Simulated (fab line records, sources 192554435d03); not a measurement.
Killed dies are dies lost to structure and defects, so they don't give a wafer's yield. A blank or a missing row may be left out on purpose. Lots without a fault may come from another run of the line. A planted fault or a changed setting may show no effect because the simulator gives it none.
Chamber matching | flow n5_finfet | N5_BEOL_M0_SAQP_ETCH_106 on rie_diel-02: 4 sister chambers
The step etches SOC in N2/H2, stops on SiNx, target depth 150 nm. 14 wafers are shown with their chamber, then 7 later ones without.

WAFERS WITH THEIR CHAMBER
wafer  | chamber | showerhead_plenum_p_Torr (Torr) | throttle_valve_pct (%) | drypump_motor_current_A (A)
L074.1 | 2       | 2.62                            | 17.46                  | 6.7
L074.2 | 1       | 2.59                            | 17.41                  | 5.4
L074.3 | 0       | 2.52                            | 18.15                  | 5.1
L074.4 | 3       | 2.72                            | 17.63                  | 6.6
L074.5 | 3       | 2.72                            | 17.64                  | 6.6
L074.6 | 2       | 2.62                            | 17.46                  | 6.6
L076.2 | 2       | 2.62                            | 17.47                  | 6.6
L076.3 | 0       | 2.52                            | 18.15                  | 5.1
L076.6 | 1       | 2.59                            | 17.42                  | 5.4
L077.1 | 1       | 2.59                            | 17.42                  | 5.4
L077.2 | 3       | 2.72                            | 17.65                  | 6.6
L077.4 | 2       | 2.62                            | 17.48                  | 6.6
L083.3 | 0       | 2.52                            | 18.16                  | 5.2
L083.4 | 1       | 2.58                            | 17.42                  | 5.4

SIGNATURES (means of the wafers above)
reading                  | chamber 0 | chamber 1 | chamber 2 | chamber 3 | scatter within a chamber
showerhead_plenum_p_Torr | 2.5200    | 2.5875    | 2.6200    | 2.7200    | 0.00274
throttle_valve_pct       | 18.1533   | 17.4175   | 17.4675   | 17.6400   | 0.00785
drypump_motor_current_A  | 5.133     | 5.400     | 6.625     | 6.600     | 0.0376
Rule: a wafer's distance from a chamber is the root of the sum, over the readings, of the square of ((its reading less the chamber's mean) divided by the reading's scatter). The wafer belongs to the nearest chamber; if the next one is less than 2 further off, it can't be placed. The scatter: the root of (the sum of the squares of (reading less its chamber's mean) over the shown wafers, divided by (wafers less chambers)).

WAFERS WITHOUT THEIR CHAMBER
wafer  | showerhead_plenum_p_Torr (Torr) | throttle_valve_pct (%) | drypump_motor_current_A (A)
L083.5 | 2.72                            | 17.66                  | 6.6
L087.1 | 2.51                            | 18.17                  | 5.1
L087.2 | 2.71                            | 17.68                  | 6.6
L087.3 | 2.58                            | 17.47                  | 5.4
L087.4 | 2.61                            | 17.49                  | 6.6
L087.5 | 2.71                            | 17.69                  | 6.6
L087.6 | 2.51                            | 18.19                  | 5.1

WHICH CHAMBER EACH WENT THROUGH
wafer  | from the rows above | in truth
L083.5 | 3                   | 3
L087.1 | 0                   | 0
L087.2 | 3                   | 3
L087.3 | 1                   | 1
L087.4 | 2                   | 2
L087.5 | 3                   | 3
L087.6 | 0                   | 0
Placed correctly: 7 of 7. Can't be placed from these rows: 0. Placed wrongly: 0.
